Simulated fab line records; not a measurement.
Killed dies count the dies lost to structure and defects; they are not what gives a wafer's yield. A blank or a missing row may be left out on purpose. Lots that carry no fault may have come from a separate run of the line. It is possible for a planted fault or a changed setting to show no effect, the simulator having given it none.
fab line records    flow n5-finfet
[record] lots = 5  wafers = 15  last-day = 18
route steps=1938 shown MOL_CONTACT_COAG@568 BEOL_M4@1111 PASSIVATION@1936
lots that met no fault: taken from a fault-free run of the same line
start-h: the number of hours between the record's first day and the start of the first shown wafer of the lot    wait-h: time in hours since the lot's previous step    " as in the row above    L1.1+2: several wafers, shown together as one row    - value missing, or start not given    * or withheld: withheld    < > ~ a bound
route shown NAME@n: names a module that has steps shown in the file, with the first one's number in the route    usual: the fault-free wafers' mean and standard deviation    same: alike in all rows    chamber/n: place in a boat    sites: each site's reading    _std_site: the values' standard deviation    _edge_site: outer sites' mean less inner sites'    radius-mm: how far each site lies from the wafer's centre    mask NAME#n: copy n    behind: tool/chamber where the wafer was last shaped    hold: cause of the lot's hold/its duration in hours/its outcome    device: transistor that didn't switch, given as n, p or np    end of line: the route-end tests of the same wafers    a step given without rows: its recipe and nothing more    killed: at the first sort, the dies lost to defects and structure; wafer yield is something else    map: shows each die of a wafer: x if killed, . if not, _ if none is there
set.NAME: the run value of the setting; set.NAME@STEP: its run value at that earlier step    model.NAME: the simulator's own value behind a step, which no gauge read
lots seen at some steps along the route; tables by step, rows by wafer
services: when a tool's chamber went out of use (start-h, in hours from the record's first day, below 0 if earlier), for how many hours, and the reason
[[steps]]
[step N5_MOL_CONTACT_COAG_EBR_80]
[recipe] solvent = PGMEA  ebr-width-mm = 1.5
[step N5_MOL_CONTACT_COAG_SOFTBAKE_79]
[recipe] temp-c = 110  time-s = 60  resist = CAR-EUV
[step N5_MOL_CONTACT_COAG_EXPOSE_81]
[recipe] mask-id = VG  na = 0.33  source-shape = annular  sigma-inner = 0.3  sigma-outer = 0.7  polarization = unpolarized  defocus-nm = 0  dose-mj = 59.5
[step N5_MOL_CONTACT_COAG_PEB_82]
[recipe] peb-temp-c = 100  peb-time-s = 60  resist = CAR-EUV
[step N5_MOL_CONTACT_COAG_DEVELOP_83]
[recipe] develop-time-s = 30  developer = TMAH  resist = CAR-EUV  rinse-liquid = surfactant-rinse  dry = air-spin  dev-temp-c = 23
[step N5_MOL_CONTACT_COAG_CD_MEAS_84]
[recipe] target-cd-nm = 25.1  landing-energy-ev = 500  detector = se-inlens  polarity = opening
[usual] cd-nm = 25.10/0.22
lot.wafer  tool       chamber  start-h  wait-h  cd-nm
L176.3     cd-sem-02  0        102.49   -       24.89
L176.4     "          0        "        "       25.33
L176.6     "          0        "        "       25.28
L180.1     cd-sem-03  0        122.75   -       25.08
L180.2     "          0        "        "       25.39
L180.3     "          0        "        "       25.02
L196.2     cd-sem-01  0        221.06   -       25.02
L196.3     "          0        "        "       24.90
L196.4     "          0        "        "       24.99
L197.1     cd-sem-02  0        224.90   -       25.04
L197.3     "          0        "        "       25.14
L197.4     "          0        "        "       25.18
L199.3     cd-sem-01  0        238.42   -       25.03
L199.5     "          0        "        "       25.24
L199.6     "          0        "        "       24.94
[step N5_MOL_CONTACT_COAG_OVL_MEAS_85]
[recipe] points-per-wafer = 522
[usual] VG_OVL = 0.5/0.77
lot.wafer  tool        chamber  start-h  wait-h  VG_OVL[nm]
L176.3     overlay-01  0        102.53   0.0     0.2
L176.4     "           0        "        "       0.9
L176.6     "           0        "        "       0.4
L180.1     overlay-02  0        122.78   0.0     1.3
L180.2     "           0        "        "       1.3
L180.3     "           0        "        "       1.3
L196.2     overlay-01  0        221.10   0.0     1.2
L196.3     "           0        "        "       1.4
L196.4     "           0        "        "       0.4
L197.1     overlay-02  0        224.93   0.0     -0.3
L197.3     "           0        "        "       -0.5
L197.4     "           0        "        "       -0.1
L199.3     overlay-01  0        238.46   0.0     0.1
L199.5     "           0        "        "       -0.3
L199.6     "           0        "        "       1.2
[step N5_MOL_CONTACT_COAG_INSPECT_57]
[recipe] mode = adi  inspect-instrument = brightfield
[usual] raw-defect-count = 204/57
lot.wafer  tool               chamber  start-h  wait-h  raw-defect-count
L176.3     defect-inspect-02  -        102.57   0.0     151
L176.4     "                  -        "        "       140
L176.6     "                  -        "        "       190
L180.1     defect-inspect-01  -        122.84   0.1     151
L180.2     "                  -        "        "       163
L180.3     "                  -        "        "       192
L196.2     defect-inspect-02  -        221.15   0.0     213
L196.3     "                  -        "        "       209
L196.4     "                  -        "        "       219
L197.1     defect-inspect-02  -        224.99   0.1     178
L197.3     "                  -        "        "       182
L197.4     "                  -        "        "       139
L199.3     defect-inspect-01  -        238.51   0.0     313
L199.5     "                  -        "        "       221
L199.6     "                  -        "        "       172
[step N5_MOL_CONTACT_COAG_DESCUM_88]
[recipe] chemistry = O2  time-s = 7  source-power-w = 50  bias-power-w = 20  pressure-mtorr = 20  rf-frequency-hz = 2.712e+07  temp-c = 40  resist = CAR-EUV  o2-flow-sccm = 225
[usual] drypump-motor-current-A = 5.7/0.46  oes-product-au = 0.75/0.076  rf-vpp-V = 242.7/0.98  showerhead-plenum-p-Torr = 2.06/0.03  throttle-valve-pct = 20.49/0.23
lot.wafer  tool         chamber  start-h  wait-h  drypump-motor-current-A  oes-product-au  rf-hours-counter-h  rf-vpp-V  showerhead-plenum-p-Torr  throttle-valve-pct
L176.3     rie-diel-02  2        102.61   0.0     5.9                      0.75            145                 242.7     2.09                      20.75
L176.4     "            3        "        "       6.0                      0.79            92                  243.6     2.11                      20.30
L176.6     "            0        "        "       5.7                      0.82            -                   242.0     2.03                      20.43
L180.1     rie-diel-05  1        122.87   0.0     6.0                      0.72            234                 242.3     2.06                      20.50
L180.2     "            3        "        "       5.7                      0.72            193                 242.2     2.08                      20.82
L180.3     "            0        "        "       5.1                      0.70            216                 241.0     2.08                      20.43
L196.2     rie-diel-01  2        221.18   0.0     5.7                      0.91            23                  241.5     2.05                      20.44
L196.3     "            3        "        "       4.8                      0.72            212                 242.0     2.07                      20.60
L196.4     "            1        "        "       5.7                      0.67            251                 242.4     2.06                      20.58
L197.1     rie-diel-05  3        225.03   0.0     5.7                      0.70            233                 241.7     2.06                      20.88
L197.3     "            1        "        "       6.0                      0.94            8                   243.1     2.06                      20.11
L197.4     "            3        "        "       5.8                      0.69            -                   243.7     2.06                      20.89
L199.3     rie-diel-01  2        238.72   0.2     5.7                      0.90            31                  241.0     2.04                      20.45
L199.5     "            2        "        "       5.7                      0.90            -                   242.6     2.05                      20.45
L199.6     "            0        "        "       6.5                      0.84            -                   240.9     2.04                      20.05
[step N5_MOL_CONTACT_COAG_ETCH_89]
[recipe] chemistry = N2/H2  target = underlayer  target-depth-a = 130  mask-material = CAR-EUV  time-s = 10.4  ion-energy-ev = 200  pressure-mtorr = 30  source-w = 840  bias-w = 150  n2-flow-sccm = 200  h2-flow-sccm = 200  ends = cleared
[usual] drypump-motor-current-A = 5.7/0.47  etch-rf-on-time-s = 10.41/0.18  oes-product-au = 0.64/0.065  rf-vpp-V = 522.7/1.2  showerhead-plenum-p-Torr = 2.50/0.036  throttle-valve-pct = 17.91/0.24
lot.wafer  tool         chamber  start-h  wait-h  drypump-motor-current-A  etch-rf-on-time-s  oes-product-au  rf-hours-counter-h  rf-vpp-V  showerhead-plenum-p-Torr  throttle-valve-pct
L176.3     rie-diel-02  2        102.64   0.0     6.0                      10.72              0.64            145                 522.8     2.55                      18.21
L176.4     "            3        "        "       6.1                      10.23              0.68            92                  525.1     2.57                      17.69
L176.6     "            0        "        "       5.6                      10.26              0.69            -                   523.1     2.46                      17.76
L180.1     rie-diel-05  1        122.91   0.0     6.0                      10.30              0.61            234                 522.5     2.50                      17.83
L180.2     "            3        "        "       5.7                      10.46              0.61            193                 522.0     2.52                      18.19
L180.3     "            0        "        "       5.1                      10.62              0.58            216                 523.3     2.52                      17.84
L196.2     rie-diel-01  2        221.22   0.0     5.7                      10.23              0.79            23                  522.1     2.49                      17.80
L196.3     "            3        "        "       4.8                      10.66              0.62            212                 523.6     2.52                      18.14
L196.4     "            1        "        "       5.7                      10.56              0.58            251                 522.7     2.50                      18.03
L197.1     rie-diel-05  3        225.06   0.0     5.7                      10.41              0.59            233                 523.1     2.50                      18.27
L197.3     "            1        "        "       6.0                      10.08              0.81            8                   523.0     2.49                      17.41
L197.4     "            3        "        "       5.7                      10.45              0.59            -                   523.5     2.50                      18.25
L199.3     rie-diel-01  2        238.76   0.0     5.7                      9.98               0.78            31                  522.4     2.49                      17.81
L199.5     "            2        "        "       5.7                      9.95               0.78            -                   522.9     2.49                      17.82
L199.6     "            0        "        "       6.5                      10.29              0.71            -                   521.2     2.48                      17.46
[step N5_MOL_CONTACT_COAG_ETCH_90]
[recipe] chemistry = CF4  target = SiARC  target-depth-a = 130  mask-material = CAR-EUV  time-s = 21.7  ion-energy-ev = 80  pressure-mtorr = 40  source-w = 545  bias-w = 36  Ar_flow_sccm = 100  cf4-flow-sccm = 100  ends = cleared
[usual] drypump-motor-current-A = 5.7/0.47  etch-rf-on-time-s = 21.7/0.34  oes-product-au = 0.64/0.065  rf-vpp-V = 183.7/0.95  showerhead-plenum-p-Torr = 2.11/0.03  throttle-valve-pct = 15.69/0.25
lot.wafer  tool         chamber  start-h  wait-h  drypump-motor-current-A  etch-rf-on-time-s  oes-product-au  rf-hours-counter-h  rf-vpp-V  showerhead-plenum-p-Torr  throttle-valve-pct
L176.3     rie-diel-02  2        102.66   0.0     6.0                      22.1               0.64            145                 184.4     2.15                      15.99
L176.4     "            3        "        "       6.1                      21.3               0.69            92                  183.4     2.16                      15.49
L176.6     "            0        "        "       5.6                      21.3               0.70            -                   182.3     2.08                      15.54
L180.1     rie-diel-05  1        122.93   0.0     6.0                      21.4               0.61            234                 184.0     2.11                      15.70
L180.2     "            3        "        "       5.7                      22.1               0.61            193                 184.2     2.13                      16.04
L180.3     "            0        "        "       5.1                      22.0               0.59            216                 182.7     2.12                      15.59
L196.2     rie-diel-01  2        221.24   0.0     5.7                      21.4               0.79            23                  184.0     2.11                      15.63
L196.3     "            3        "        "       4.8                      22.4               0.61            212                 182.7     2.12                      15.86
L196.4     "            1        "        "       5.7                      22.3               0.57            251                 185.0     2.11                      15.83
L197.1     rie-diel-05  3        225.08   0.0     5.7                      21.9               0.59            233                 184.3     2.12                      16.11
L197.3     "            1        "        "       6.0                      21.5               0.80            8                   184.1     2.10                      15.26
L197.4     "            3        "        "       5.7                      22.0               0.59            -                   184.3     2.12                      16.11
L199.3     rie-diel-01  2        238.78   0.0     5.7                      21.0               0.78            31                  183.0     2.10                      15.62
L199.5     "            2        "        "       5.7                      21.0               0.77            -                   185.0     2.10                      15.64
L199.6     "            0        "        "       6.5                      21.7               0.72            -                   182.5     2.09                      15.25
[step N5_MOL_CONTACT_COAG_ALD_131]
[recipe] material = SiO2  target-thk-a = 50  temp-c = 100  ald-precursor-family = BDEAS  ald-co-reactant = O2-plasma  pulse-time-s = 1  co-reactant-pulse-time-s = 1  purge-time-s = 2  co-reactant-purge-time-s = 2  ald-cycles = 35  pressure-torr = 2
[usual] chamber-pressure-Torr = 2.000/0.0043  heater-power-w = 78/6.4  precursor-pulse-height-rel = 1.002/0.02
lot.wafer  tool        chamber  start-h  wait-h  chamber-pressure-Torr  heater-power-w  precursor-pulse-height-rel
L176.3     ald-sin-01  2        103.41   0.7     2.002                  87              0.979
L176.4     "           1        "        "       2.003                  71              0.984
L176.6     "           0        "        "       2.000                  75              1.012
L180.1     ald-sin-03  2        123.01   0.1     2.001                  83              1.028
L180.2     "           3        "        "       1.987                  82              1.008
L180.3     "           1        "        "       1.998                  75              0.986
L196.2     ald-sin-01  0        221.53   0.3     2.001                  74              0.981
L196.3     "           1        "        "       1.997                  73              1.010
L196.4     "           2        "        "       1.994                  88              1.001
L197.1     ald-sin-03  2        225.41   0.3     1.996                  82              0.989
L197.3     "           1        "        "       2.005                  77              1.015
L197.4     "           3        "        "       2.000                  83              0.987
L199.3     ald-sin-01  2        238.86   0.1     1.994                  88              1.038
L199.5     "           2        "        "       1.995                  89              0.993
L199.6     "           3        "        "       2.001                  87              1.012
[step N5_MOL_CONTACT_COAG_ETCHBACK_132]
[recipe] chemistry = CHF3  target = SiO2  target-depth-a = 100  time-s = 6.7  ion-energy-ev = 200  pressure-mtorr = 30  source-w = 610  bias-w = 170  Ar_flow_sccm = 200  CHF3_flow_sccm = 50
[usual] drypump-motor-current-A = 5.7/0.47  oes_ar_750_au = 0.74/0.059  oes-product-au = 0.74/0.062  rf-vpp-V = 524/3.6  showerhead-plenum-p-Torr = 2.35/0.036  throttle-valve-pct = 18.81/0.24
lot.wafer  tool         chamber  start-h  wait-h  drypump-motor-current-A  oes_ar_750_au  oes-product-au  rf-hours-counter-h  rf-vpp-V  showerhead-plenum-p-Torr  throttle-valve-pct  model.CAR-EUV_of_MOL_CONTACT_COAG_COAT_78.thk-nm
L176.3     rie-diel-02  3        103.74   0.2     6.1                      0.80           0.80            92                  524       2.41                      18.61               15.4
L176.4     "            2        "        "       6.0                      0.77           0.75            145                 519       2.39                      19.11               15.6
L176.6     "            3        "        "       6.1                      0.80           0.80            -                   525       2.41                      18.62               15.6
L180.1     rie-diel-01  2        123.19   0.1     5.7                      0.69           0.69            243                 519       2.35                      19.16               15.6
L180.2     "            3        "        "       4.8                      0.75           0.75            173                 529       2.37                      18.89               15.6
L180.3     "            1        "        "       5.7                      0.71           0.70            218                 527       2.35                      18.79               15.4
L196.2     rie-diel-01  0        221.71   0.1     6.5                      0.85           0.85            58                  525       2.32                      18.31               15.4
L196.3     "            3        "        "       4.8                      0.72           0.71            212                 528       2.36                      18.97               15.6
L196.4     "            1        "        "       5.7                      0.69           0.68            252                 529       2.33                      18.83               15.6
L197.1     rie-diel-02  3        225.59   0.1     6.1                      0.76           0.76            132                 524       2.39                      18.68               15.6
L197.3     "            2        "        "       5.9                      0.73           0.94            186                 519       2.37                      19.23               15
L197.4     "            1        "        "       6.1                      0.71           0.71            177                 528       2.37                      18.55               15.6
L199.3     rie-diel-01  3        239.20   0.3     4.8                      0.71           0.72            220                 527       2.36                      19.00               15.6
L199.5     "            2        "        "       5.7                      0.89           0.89            -                   520       2.33                      18.78               15.4
L199.6     "            0        "        "       6.5                      0.83           0.83            -                   525       2.32                      18.33               15.4
[step N5_MOL_CONTACT_COAG_ETCH_91]
[recipe] chemistry = N2/H2  target = SOC  target-depth-a = 600  overetch-a = 210  mask-material = SiARC  temp-c = 40  time-s = 101.2  ion-energy-ev = 200  pressure-mtorr = 30  source-w = 840  bias-w = 150  n2-flow-sccm = 200  h2-flow-sccm = 200
[usual] drypump-motor-current-A = 5.7/0.47  oes-product-au = 0.62/0.049  rf-vpp-V = 522.9/1.4  showerhead-plenum-p-Torr = 2.50/0.038  throttle-valve-pct = 17.90/0.24
lot.wafer  tool         chamber  start-h  wait-h  drypump-motor-current-A  oes-product-au  rf-hours-counter-h  rf-vpp-V  showerhead-plenum-p-Torr  throttle-valve-pct
L176.3     rie-diel-02  3        103.78   0.0     6.1                      0.66            92                  523.1     2.57                      17.66
L176.4     "            2        "        "       6.0                      0.65            145                 523.7     2.55                      18.20
L176.6     "            3        "        "       6.1                      0.66            -                   524.1     2.57                      17.67
L180.1     rie-diel-01  2        123.22   0.0     5.7                      0.57            243                 524.4     2.51                      18.17
L180.2     "            3        "        "       4.8                      0.64            173                 524.4     2.53                      18.04
L180.3     "            1        "        "       5.8                      0.59            218                 522.5     2.51                      17.96
L196.2     rie-diel-01  0        221.75   0.0     6.6                      0.71            58                  522.6     2.49                      17.40
L196.3     "            3        "        "       4.8                      0.60            212                 521.5     2.52                      18.11
L196.4     "            1        "        "       5.7                      0.57            252                 522.3     2.50                      18.02
L197.1     rie-diel-02  3        225.62   0.0     6.0                      0.64            132                 523.1     2.55                      17.75
L197.3     "            2        "        "       6.0                      0.62            186                 523.5     2.53                      18.28
L197.4     "            1        "        "       6.1                      0.60            177                 523.8     2.54                      17.71
L199.3     rie-diel-01  3        239.23   0.0     4.8                      0.60            220                 523.5     2.51                      18.13
L199.5     "            2        "        "       5.7                      0.75            -                   522.5     2.49                      17.79
L199.6     "            0        "        "       6.5                      0.70            -                   522.1     2.48                      17.42
[step N5_BEOL_M4_RC_MEAS_101]
[usual] DIBL_N = 36.5/1.4  DIBL_P = 36.5/1.6  IOFF_N = 0.163/0.022  IOFF_P = 0.219/0.029  ION_N = 675/8.3  ION_P = 464/6.2  SS_N = 71.5/0.52  SS_P = 73.4/0.57  VT_N = 249.7/2.6  VT_P = -250/3
lot.wafer  tool       chamber  start-h  wait-h  DIBL_N[mV/V]  DIBL_P[mV/V]  IOFF_N[nA/um]  IOFF_P[nA/um]  ION_N[uA/um]  ION_P[uA/um]  SS_N[mV/dec]  SS_P[mV/dec]  VT_N[mV]  VT_P[mV]
L176.3     prober-02  0        165.29   0.7     36.7          35.8          0.147          0.195          672           460           71.0          72.1          252.0     -250
L176.4     "          0        "        "       37.4          37.4          0.170          0.224          679           465           71.5          73.7          248.7     -248
L176.6     "          0        "        "       36.9          36.6          0.160          0.207          668           462           71.7          73.0          249.6     -252
L180.1     prober-02  0        211.17   0.0     38.2          38.6          0.206          0.228          694           472           72.3          73.5          246.4     -249
L180.2     "          0        "        "       37.8          38.0          0.199          0.217          683           460           72.3          73.4          246.4     -251
L180.3     "          0        "        "       36.4          36.6          0.180          0.203          690           464           72.2          72.8          246.1     -251
L196.2     prober-02  0        290.83   0.2     37.7          36.4          0.165          0.218          668           456           71.3          74.6          249.7     -251
L196.3     "          0        "        "       37.4          36.4          0.161          0.229          673           466           71.7          73.8          249.1     -247
L196.4     "          0        "        "       38.7          37.4          0.177          0.240          679           467           71.8          74.0          246.7     -248
L197.1     prober-01  0        298.21   0.0     36.8          37.1          0.175          0.198          666           450           71.4          73.8          251.3     -254
L197.3     "          0        "        "       35.0          35.4          0.141          0.176          665           456           70.8          73.8          251.7     -255
L197.4     "          0        "        "       34.0          34.5          0.126          0.160          660           454           71.0          73.5          253.9     -253
L199.3     prober-02  0        317.03   0.3     36.0          35.2          0.146          0.213          671           470           72.1          73.3          251.6     -248
L199.5     "          0        "        "       36.0          35.6          0.148          0.219          673           463           71.5          73.5          250.7     -249
L199.6     "          0        "        "       34.4          32.7          0.123          0.188          675           471           70.1          73.1          250.2     -250
[step N5_PASSIVATION_PROBE_49]
[usual] defect-limited-yield = 91.2/1.6  killed_at_M0_to_M3 = 33/11  killed_at_M4_up = 15/6.2  killed-at-contacts = 15/7.1  killed-at-front-end = 38/12  killed-at-other = 4/3.5  killed-dies = 104/19  killed-on-rim = 14/4  killed-open = 69/14  killed-short = 34/8.5  sort_bin_5_function = 5.2/0.99  sort_bin_6_memory = 3.3/0.77  sort-n-pass = 1076/19  sort-yield-pct = 91.2/1.6
[same] gross-dies = 1180  killed-at-back-side = 0  sort_bin_4_leakage[%] = 0  sort_bin_8_speed[%] = 0
lot.wafer  tool       chamber  start-h  wait-h  defect-limited-yield[%]  killed_at_M0_to_M3  killed_at_M4_up  killed-at-contacts  killed-at-front-end  killed-at-other  killed-dies  killed-on-rim  killed-open  killed-short  sort_bin_5_function[%]  sort_bin_6_memory[%]  sort-n-pass  sort-yield-pct[%]
L180.1     prober-01  -        311.10   0.0     90.4                     35                  10               19                  48                   1                113          19             78           34            5.8                     3.5                   1067         90.4
L180.2     prober-01  -        311.15   0.1     90.3                     33                  15               11                  56                   0                115          11             75           40            6.1                     3.3                   1065         90.3
L180.3     prober-01  -        311.20   0.1     92.3                     26                  5                20                  39                   1                91           14             62           29            5.0                     2.4                   1089         92.3
L196.2     prober-01  -        398.85   0.1     90.0                     35                  17               18                  36                   12               118          16             67           49            5.7                     3.8                   1062         90.0
L196.3     prober-01  -        398.90   0.1     91.1                     35                  9                14                  43                   4                105          14             72           31            5.6                     3.0                   1075         91.1
L196.4     prober-01  -        398.95   0.2     91.9                     25                  11               4                   51                   5                96           13             61           34            4.8                     3.0                   1084         91.9
// killed by level:class
L180.1 STI_FIN_REVEAL:geometric-particle:open=14 MOL_CONTACT_COAG:geometric-particle:open=12 BEOL_M0_SAQP:geometric-particle:open=11 BEOL_M4:geometric-particle:open=8 BEOL_M0_SAQP:geometric-particle:short=8 MOL_CONTACT_COAG:geometric-particle:short=7 FIN_SAQP:geometric-particle:open=6 BEOL_M1:geometric-particle:open=5
L180.2 STI_FIN_REVEAL:geometric-particle:open=18 FIN_SAQP:geometric-particle:short=9 MOL_CONTACT_COAG:geometric-particle:open=9 BEOL_M0_SAQP:geometric-particle:short=8 BEOL_M3:geometric-particle:open=8 FIN_SAQP:geometric-particle:open=6 BEOL_M5:geometric-particle:open=6 BEOL_M0_SAQP:geometric-particle:open=5
L180.3 MOL_CONTACT_COAG:geometric-particle:open=17 FIN_SAQP:geometric-particle:open=9 BEOL_M3:geometric-particle:open=8 STI_FIN_REVEAL:geometric-particle:open=7 STARTING-WAFER:geometric-particle:open=5 STI_FIN_REVEAL:geometric-particle:short=5 BEOL_M0_SAQP:geometric-particle:short=5 BEOL_M0_SAQP:geometric-particle:open=5
L196.2 MOL_CONTACT_COAG:geometric-particle:open=11 FIN_SAQP:geometric-particle:short=9 BEOL_M2:geometric-particle:open=9 MOL_CONTACT_COAG:geometric-particle:short=7 GATE_CUT:geometric-particle:short=6 BEOL_M1:geometric-particle:open=6 BEOL_M0_SAQP:geometric-particle:short=5 BEOL_M3:geometric-particle:open=5
L196.3 FIN_SAQP:geometric-particle:open=14 MOL_CONTACT_COAG:geometric-particle:open=12 BEOL_M2:geometric-particle:open=9 FIN_SAQP:geometric-particle:short=7 BEOL_M1:geometric-particle:open=7 BEOL_M3:geometric-particle:open=7 STI_FIN_REVEAL:geometric-particle:open=6 BEOL_M0_SAQP:geometric-particle:short=5
L196.4 STI_FIN_REVEAL:geometric-particle:open=10 FIN_SAQP:geometric-particle:short=9 BEOL_M4:geometric-particle:open=7 GATE_CUT:geometric-particle:open=6 BEOL_M1:geometric-particle:open=6 FIN_SAQP:geometric-particle:open=5 GATE_CUT:geometric-particle:short=5 MOL_CONTACT_COAG:geometric-particle:open=4
[[services]]
tool         chamber  start-h  hours  kind
ald-sin-01   -        81.84    0.7    repair
rie-diel-01  1        88.68    15.3   repair
rie-diel-01  1        126.77   8.7    repair
rie-diel-01  2        136.93   -      clean
rie-diel-01  2        136.93   -      consumable-replace:focus-ring
rie-diel-01  2        136.93   22.3   scheduled-down
rie-diel-01  2        136.93   22.3   vent-cycle
rie-diel-05  0        141.50   9.7    repair
ald-sin-01   3        157.56   52.7   repair
rie-diel-05  1        163.92   15.8   repair
rie-diel-05  1        184.07   -      clean
rie-diel-05  1        184.07   -      consumable-replace:focus-ring
rie-diel-05  1        184.07   21.9   scheduled-down
rie-diel-05  1        184.07   21.9   vent-cycle
rie-diel-01  0        205.00   10.7   repair
rie-diel-05  3        217.36   2.8    repair
rie-diel-05  0        221.67   -      clean
rie-diel-05  0        221.67   -      consumable-replace:focus-ring
rie-diel-05  0        221.67   19.9   scheduled-down
rie-diel-01  1        226.12   7.0    repair
rie-diel-01  1        233.20   -      clean
rie-diel-01  1        233.20   -      consumable-replace:focus-ring
rie-diel-01  1        233.20   23.2   scheduled-down
rie-diel-01  1        233.20   23.2   vent-cycle
[[key]]
[first-sign] step = N5_MOL_CONTACT_COAG_ETCHBACK_132  reading = oes-product-au  direction = up  sigmas = 3.1  usual = 0.74  struck = 0.94
effect none on later readings
[model-effect] step = N5_MOL_CONTACT_COAG_ETCHBACK_132  value = CAR-EUV_of_MOL_CONTACT_COAG_COAT_78.thk-nm  without = 15.8  struck = 15
met-at N5_MOL_CONTACT_COAG_ETCHBACK_132
struck-wafers L197.3
onset-between 103.74 225.59
[fault] kind = process-parameter-drift  tool = rie-diel-02  chamber = 2  onset-h = 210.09  steps = N5_MOL_CONTACT_COAG_ETCHBACK_132  channel = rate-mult  offset = 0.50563  shape = step  end-h = 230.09
